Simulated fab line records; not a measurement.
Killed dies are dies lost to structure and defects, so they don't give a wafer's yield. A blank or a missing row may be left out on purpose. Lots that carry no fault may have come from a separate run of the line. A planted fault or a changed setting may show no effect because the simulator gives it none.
fab line records | flow n5-finfet | part 2 of 2: steps 22 to 26 of 26
[record] lots = 5 wafers = 15 last-day = 14
route steps=1938 shown DUMMY_GATE@222
lots that met no fault: from a run of the same line without faults
start-h: start of the lot's first displayed wafer, in hours after the record's first day | wait-h: hours elapsed since this lot's preceding step | " same as the row above | L1.1+2: a row that stands for several wafers | - value missing, or start not given | * or withheld: withheld | < > ~ a bound
route shown NAME@n: names a module that has steps shown in the file, with the first one's number in the route | usual: the fault-free wafers' mean and standard deviation | same: alike in all rows | chamber/n: place in a boat | sites: the reading at each site | _std_site: the values' standard deviation | _edge_site: mean of outer sites minus mean of inner sites | radius-mm: for every site, how far away it sits from the centre of the wafer | mask NAME#n: copy n | behind: the tool/chamber that last shaped the wafer | hold: why the lot was held/for how many hours/how that ended | device: names the non-switching transistor (n, p or np) | end of line: tests of these same wafers at the route's end | for a step that has no rows: nothing shown but its recipe | killed: at the first sort, the dies lost to defects and structure; wafer yield is something else | map: dies across one wafer; x = killed, . = not, _ = none there
set.NAME: the setting that was run; set.NAME@STEP: the one run at that earlier step | model.NAME: the simulator's own value behind a step, which no gauge read
a table for each step, a row for each wafer; lots at some steps of the route
services: the hour from which a tool's chamber was out of use, counted from the record's first day as start-h (under 0 if before that day), plus the number of hours and why
[[steps]]
[step N5_DUMMY_GATE_ETCH_31]
[recipe] chemistry = C4F6/O2 target = SiO2 mask-material = SOC target-depth-a = 825 time-s = 27.5 ion-energy-ev = 250 pressure-mtorr = 30 source-w = 345 bias-w = 185 Ar_flow_sccm = 300 C4F6_flow_sccm = 10 O2_flow_sccm = 10
[usual] drypump-motor-current-A = 5.6/0.48 oes-product-au = 0.77/0.078 rf-vpp-V = 666/11 showerhead-plenum-p-Torr = 2.86/0.098 throttle-valve-pct = 21.13/0.26
[same] time-s = 27.5
// columns lot.wafer tool chamber start-h wait-h drypump-motor-current-A oes-product-au rf-hours-counter-h rf-vpp-V showerhead-plenum-p-Torr throttle-valve-pct
L074.4 rie-diel-02 1 47.20 0.0 5.4 0.66 249 674 2.90 21.12
L074.5 " 2 " " 5.2 0.80 - 650 2.85 21.16
L074.6 " 1 " " 5.4 0.67 - 676 2.90 21.12
L076.3 rie-diel-03 2 62.80 0.2 4.8 0.69 224 657 2.94 21.39
L076.5 " 3 " " 5.4 0.73 - 662 2.85 21.16
L076.6 " 2 " " 4.8 0.70 - 655 2.93 21.41
L084.2 rie-diel-05 3 108.08 0.1 5.5 0.77 140 651 2.75 21.30
L084.4 " 1 " " 5.0 0.73 183 659 2.94 20.99
L084.5 " 1 " " 5.0 0.73 - 658 2.94 20.98
L085.1 rie-diel-02 1 120.48 0.0 5.4 0.90 15 675 2.89 20.81
L085.2 " 0 " " 5.9 0.96 10 678 3.02 20.61
L085.6 " 2 " " 5.2 0.79 - 648 2.84 21.19
L088.2 rie-diel-05 2 131.82 0.6 6.4 0.70 201 678 2.71 21.39
L088.5 " 1 " " 5.0 0.72 - 658 2.94 21.01
L088.6 " 2 " " 6.4 0.70 - 677 2.71 21.40
[step N5_DUMMY_GATE_STRIP_41]
[recipe] chemistry = O2 power-w = 400 temp-c = 40 pressure-mtorr = 30 rf-frequency-hz = 6e+07 bias-power-w = 0 overash-fraction = 0.3 o2-flow-sccm = 225
[usual] drypump-motor-current-A = 5.6/0.48 oes-product-au = 0.77/0.08 rf-vpp-V = 3.6/0.48 showerhead-plenum-p-Torr = 2.11/0.075 throttle-valve-pct = 16.67/0.26
// columns lot.wafer tool chamber start-h wait-h drypump-motor-current-A oes-product-au rf-hours-counter-h rf-vpp-V showerhead-plenum-p-Torr throttle-valve-pct
L074.4 rie-diel-02 1 47.24 0.0 5.4 0.68 249 3.8 2.16 16.81
L074.5 " 2 " " 5.2 0.81 - 3.2 2.12 16.74
L074.6 " 1 " " 5.4 0.68 - 4.0 2.16 16.84
L076.3 rie-diel-03 2 62.85 0.0 4.8 0.71 224 3.8 2.16 16.93
L076.5 " 3 " " 5.4 0.73 - 3.7 2.09 16.57
L076.6 " 2 " " 4.8 0.70 - 3.5 2.16 16.92
L084.2 rie-diel-05 3 108.12 0.0 5.5 0.77 140 2.9 2.01 16.75
L084.4 " 1 " " 5.0 0.73 183 4.6 2.16 16.51
L084.5 " 1 " " 5.0 0.73 - 3.3 2.16 16.52
L085.1 rie-diel-02 1 120.53 0.0 5.4 0.91 15 3.3 2.15 16.40
L085.2 " 0 " " 5.9 0.97 10 3.0 2.23 16.10
L085.6 " 2 " " 5.2 0.78 - 2.9 2.11 16.80
L088.2 rie-diel-05 2 131.87 0.0 6.3 0.71 201 3.4 2.00 17.00
L088.5 " 1 " " 5.1 0.73 - 3.0 2.16 16.52
L088.6 " 2 " " 6.4 0.71 - 4.8 2.00 16.99
[step N5_DUMMY_GATE_HM_OPEN_21]
[recipe] chemistry = CH3F/O2 target = SiNx target-depth-a = 1200 Ar_flow_sccm = 150 CH3F_flow_sccm = 30 O2_flow_sccm = 23 time-s = 171.4 pressure-mtorr = 30 source-w = 395 bias-w = 73 ion-energy-ev = 120.7
[usual] drypump-motor-current-A = 5.6/0.48 oes-product-au = 0.77/0.078 rf-vpp-V = 299/5.1 showerhead-plenum-p-Torr = 2.03/0.073 throttle-valve-pct = 16.45/0.26
[same] time-s = 171.4
// columns lot.wafer tool chamber start-h wait-h drypump-motor-current-A oes-product-au rf-hours-counter-h rf-vpp-V showerhead-plenum-p-Torr throttle-valve-pct
L074.4 rie-diel-02 1 47.28 0.0 5.4 0.67 249 304 2.06 16.53
L074.5 " 2 " " 5.2 0.80 - 291 2.02 16.46
L074.6 " 1 " " 5.4 0.68 - 303 2.06 16.53
L076.3 rie-diel-03 2 62.89 0.0 4.9 0.69 224 295 2.09 16.73
L076.5 " 3 " " 5.3 0.73 - 299 2.02 16.44
L076.6 " 2 " " 4.8 0.69 - 293 2.09 16.72
L084.2 rie-diel-05 3 108.16 0.0 5.5 0.77 140 292 1.95 16.58
L084.4 " 1 " " 5.0 0.73 183 296 2.09 16.35
L084.5 " 1 " " 5.0 0.73 - 296 2.09 16.36
L085.1 rie-diel-02 1 120.57 0.0 5.4 0.91 15 303 2.06 16.09
L085.2 " 0 " " 5.9 0.96 10 305 2.15 15.89
L085.6 " 2 " " 5.2 0.79 - 294 2.02 16.52
L088.2 rie-diel-05 2 131.91 0.0 6.4 0.71 201 304 1.92 16.73
L088.5 " 1 " " 5.1 0.72 - 297 2.09 16.37
L088.6 " 2 " " 6.4 0.70 - 303 1.92 16.73
[step N5_DUMMY_GATE_ETCH_32]
[recipe] chemistry = CF4 target = SiO2 target-depth-a = 35 time-s = 3.9 ion-energy-ev = 350 pressure-mtorr = 10 icp-w = 800 bias-w = 400 cf4-flow-sccm = 80
[usual] cf4-flow-sccm = 80.00/0.24 drypump-motor-current-A = 5.8/0.39 oes-product-au = 0.998/0.02 throttle-valve-pct = 21.77/0.24
[same] time-s = 3.9
// columns lot.wafer tool chamber start-h wait-h cf4-flow-sccm drypump-motor-current-A oes-product-au rf-hours-counter-h throttle-valve-pct
L074.4 rie-si-01 0 47.45 0.1 79.91 5.3 1.005 154 21.68
L074.5 " 1 " " 79.69 5.6 0.956 - 21.91
L074.6 " 2 " " 80.01 6.2 1.032 - 21.85
L076.3 rie-si-01 1 63.05 0.1 79.40 5.6 0.958 93 21.90
L076.5 " 2 " " 79.50 6.2 1.020 - 21.83
L076.6 " 1 " " 79.95 5.7 0.954 - 21.91
L084.2 rie-si-01 3 108.32 0.1 80.14 5.8 0.982 176 21.89
L084.4 " 2 " " 80.28 6.2 1.033 7 21.85
L084.5 " 3 " " 79.94 5.8 0.988 - 21.89
L085.1 rie-si-03 3 120.73 0.1 80.28 5.4 0.993 135 21.78
L085.2 " 1 " " 79.56 5.6 0.996 170 21.81
L085.6 " 1 " " 80.15 5.6 0.994 - 21.82
L088.2 rie-si-03 3 132.07 0.1 80.36 5.4 0.999 135 21.76
L088.5 " 3 " " 80.15 5.4 0.999 - 21.77
L088.6 " 0 " " 79.70 5.6 1.014 - 22.12
[step N5_DUMMY_GATE_ETCH_23]
[recipe] chemistry = HBr/Cl2/O2 HBr_flow_sccm = 150 Cl2_flow_sccm = 80 O2_flow_sccm = 12 bias-w = 102 target-depth-a = 410 time-s = 22.3 target = poly-Si mask-material = SiO2 pressure-mtorr = 10 icp-w = 800
[usual] drypump-motor-current-A = 5.8/0.38 oes-product-au = 0.999/0.02 throttle-valve-pct = 37.19/0.27
[same] time-s = 22.3
// columns lot.wafer tool chamber start-h wait-h drypump-motor-current-A oes-product-au rf-hours-counter-h throttle-valve-pct
L074.4 rie-si-01 0 47.48 0.0 5.3 1.001 154 37.02
L074.5 " 1 " " 5.6 0.962 - 37.52
L074.6 " 2 " " 6.2 1.033 - 37.18
L076.3 rie-si-01 1 63.08 0.0 5.6 0.958 93 37.51
L076.5 " 2 " " 6.3 1.025 - 37.18
L076.6 " 1 " " 5.6 0.959 - 37.50
L084.2 rie-si-01 3 108.36 0.0 5.8 0.985 176 37.18
L084.4 " 2 " " 6.2 1.037 7 37.19
L084.5 " 3 " " 5.8 0.995 - 37.18
L085.1 rie-si-03 3 120.76 0.0 5.4 1.011 135 37.32
L085.2 " 1 " " 5.6 0.997 170 37.13
L085.6 " 1 " " 5.6 0.991 - 37.15
L088.2 rie-si-03 3 132.10 0.0 5.4 0.997 135 37.34
L088.5 " 3 " " 5.4 0.995 - 37.33
L088.6 " 0 " " 5.6 1.009 - 37.74
[[services]]
// columns tool chamber start-h hours kind
euv-scanner-02 - 24.07 12.0 pm
rie-diel-05 0 30.39 36.1 repair
euv-scanner-02 - 38.45 1.7 repair
euv-scanner-02 - 41.47 5.8 pm
rie-diel-02 1 50.08 - clean
rie-diel-02 1 50.08 - consumable-replace:focus-ring
rie-diel-02 1 50.08 16.5 scheduled-down
rie-diel-02 1 50.08 16.5 vent-cycle
rie-si-03 1 54.14 13.9 repair
euv-scanner-01 - 65.48 1.0 pm
rie-diel-02 0 66.60 - clean
rie-diel-02 0 66.60 - consumable-replace:focus-ring
euv-scanner-01 - 70.98 0.5 repair
rie-diel-03 1 71.18 4.8 repair
rie-diel-05 1 79.88 4.9 repair
rie-si-03 1 83.98 27.1 repair
rie-si-01 2 108.49 2.1 repair
euv-scanner-02 - 109.97 4.6 pm
rie-diel-02 1 110.06 6.0 repair
euv-scanner-01 - 114.57 1.0 pm
euv-scanner-01 - 115.58 4.6 pm
rie-si-01 1 119.99 5.5 repair
rie-si-05 1 129.49 1.0 repair
rie-diel-03 - 130.92 0.7 repair
